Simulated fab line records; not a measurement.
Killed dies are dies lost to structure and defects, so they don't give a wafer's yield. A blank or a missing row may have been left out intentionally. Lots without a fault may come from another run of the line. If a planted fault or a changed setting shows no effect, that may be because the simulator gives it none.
A lot that was struck, set against a sound lot | flow n5Finfet | 37 out of 1938 route steps
Sound: wafers L219.2, L219.4, L219.5. Wafers L211.2, L211.3, L211.4 were the ones struck. Last of all comes the cause.
Each step with rows lists, per side, the tool, then ch with its chambers, then its first start. Under that, the readings that differ: sound wafers | struck wafers | difference of the means | sigmas: that difference in standard deviations of wafers without a fault.
alike: readings with means less than 2 such deviations apart, plus words and numbers identical on both sides. not compared: withheld readings, readings lacking a value on some wafer, bounds such as >300 that could conceal the same value, and numbers that have no deviation in the record and whose values overlap.
Wherever a step has rows on one side only, a row that says differs or no value, or a row with sigmas, the two part there. Numbers that don't overlap but have no deviation are shown without sigmas and don't part them. A reading missing from all wafers of one side parts the sides only when that side holds two or more wafers.

first, 9 steps without rows for these wafers: N5_BEOL_M4_ANNEAL_95 (time 240 s); N5_BEOL_M4_SPUTTER_96 (material Cu, target thk 4.5 nm, time 8.29 s); N5_BEOL_M4_ECD_50 (material Cu, target thk 300 nm); N5_BEOL_M4_ANNEAL_51 (time 90 s); N5_BEOL_M4_CMP_52 (polishes, stops on SiOC, t overpolish 6.8 s, target thk 40 nm); N5_BEOL_M4_PRE_CLEAN_60 (time 15 s); N5_BEOL_M4_CO_CAP_55 (material Co, precursor CCTBA/H2, target thk 2 nm, time 102.1 s); N5_BEOL_M4_PRE_CLEAN_56 (time 15 s); N5_BEOL_M4_DEP_57 (deposits SiCN from 3MS/NH3, target thk 8 nm, time 14 s).
N5_BEOL_M4_RC_MEAS_101:
  sound on prober-01 ch 0, day 12 18:46; struck on prober-02 ch 0, day 10 12:28
  alike: DIBL_N, DIBL_P, IOFF_N, IOFF_P, ION_N, ION_P, SS_N, SS_P, VT_N, VT_P
then, 24 steps without rows for these wafers: N5_BEOL_M5_ILD_DEP_00 (deposits SiCOH lowk from DEMS/porogen, target thk 140.64 nm, time 25.9 s); N5_BEOL_M5_CURE_79 (cures SiCOH lowk, time 240 s); N5_BEOL_M5_PECVD_70 (deposits SiO2 from TEOS/O2, target thk 16 nm, time 18 s); N5_BEOL_M5_HM_DEP_02 (deposits TiN, target thk 20 nm); N5_BEOL_M5_COAT_59 (time 60 s, resist thk 60 nm); N5_BEOL_M5_COAT_60 (time 60 s, resist thk 12 nm); N5_BEOL_M5_COAT_71 (time 60 s, resist thk 5 nm); N5_BEOL_M5_COAT_05 (resist thk 30 nm); N5_BEOL_M5_EBR_07; N5_BEOL_M5_SOFTBAKE_06 (time 60 s); N5_BEOL_M5_EXPOSE_08 (exposes mask M5, target cd 28 nm); N5_BEOL_M5_PEB_09 (peb time 60 s); N5_BEOL_M5_DEVELOP_10 (develop time 30 s); N5_BEOL_M5_DESCUM_16 (chemistry O2, time 7 s); N5_BEOL_M5_ETCH_72 (etches underlayer in N2/H2, target depth 6.5 nm, time 5.2 s); N5_BEOL_M5_ETCH_61 (etches SiARC in CF4, target depth 15.6 nm, time 26 s); N5_BEOL_M5_ETCH_62 (etches SOC in N2/H2, target depth 75 nm, overetch 15 nm, time 112.5 s); N5_BEOL_M5_STRIP_63 (strips in N2/H2); N5_BEOL_M5_STRIP_73 (strips in N2/H2); N5_BEOL_M5_STRIP_64 (strips in CF4); N5_BEOL_M5_HM_OPEN_17 (chemistry Cl2/BCl3, target TiN, target depth 20 nm, overetch 6 nm); N5_BEOL_M5_STRIP_19 (strips in O2); N5_BEOL_M5_COAT_65 (time 60 s, resist thk 60 nm); N5_BEOL_M5_COAT_66 (time 60 s, resist thk 12 nm).
-- the record jumps here: 2 days lie between the struck wafers' starts before and after (it left off in module BEOL_M5 and takes up again in module BEOL_M10, whose first step shown is number 1511 of the route) --
N5_BEOL_M10_STRIP_36: strips in N2/H2.
  sound on rieDiel-05 ch 1,2,3, day 14 21:33; struck on rieDiel-05 ch 0,2, day 12 16:43
  no value came back on the struck wafers for any of 8 readings (biasPowerW (W), chamberPressureMTorr (mTorr) and others); on the sound wafers biasPowerW (W) reads 7.027 7.001 6.988
reading                                  | sound | struck         | difference | sigmas
model.SOC_of_BEOL_M10_COAT_63.thkNm (nm) | 0 0 0 | 92.2 92.2 92.4 | +92.3      | 
  not compared: rfHoursCounterH
N5_BEOL_M10_ETCH_41: etches SiCN in CH3F/O2, target depth 42.6 nm, time 86 s.
  sound on rieDiel-05 ch 1,2,3; struck on rieDiel-05 ch 0,2, day 12 16:47
reading                                  | sound | struck     | difference | sigmas
model.SOC_of_BEOL_M10_COAT_63.thkNm (nm) | 0 0 0 | 65 65 65.4 | +65        | 
  alike: biasW, chamberPressureMTorr, drypumpMotorCurrentA, oesProductAu, rfVppV, showerheadPlenumPTorr, throttleValvePct
  not compared: rfHoursCounterH
-- the record jumps here: 2 days lie between the struck wafers' starts before and after (it left off in module BEOL_M10 and takes up again in module PASSIVATION, whose first step shown is number 1936 of the route) --
N5_PASSIVATION_PROBE_49:
  only the struck wafers here have rows in the record (prober-02, day 15 00:49); the sound ones have none

## WHERE THEY PART
Earliest at N5_BEOL_M10_STRIP_36; latest, in this record, at N5_PASSIVATION_PROBE_49.

WHY: the cause the simulator had injected
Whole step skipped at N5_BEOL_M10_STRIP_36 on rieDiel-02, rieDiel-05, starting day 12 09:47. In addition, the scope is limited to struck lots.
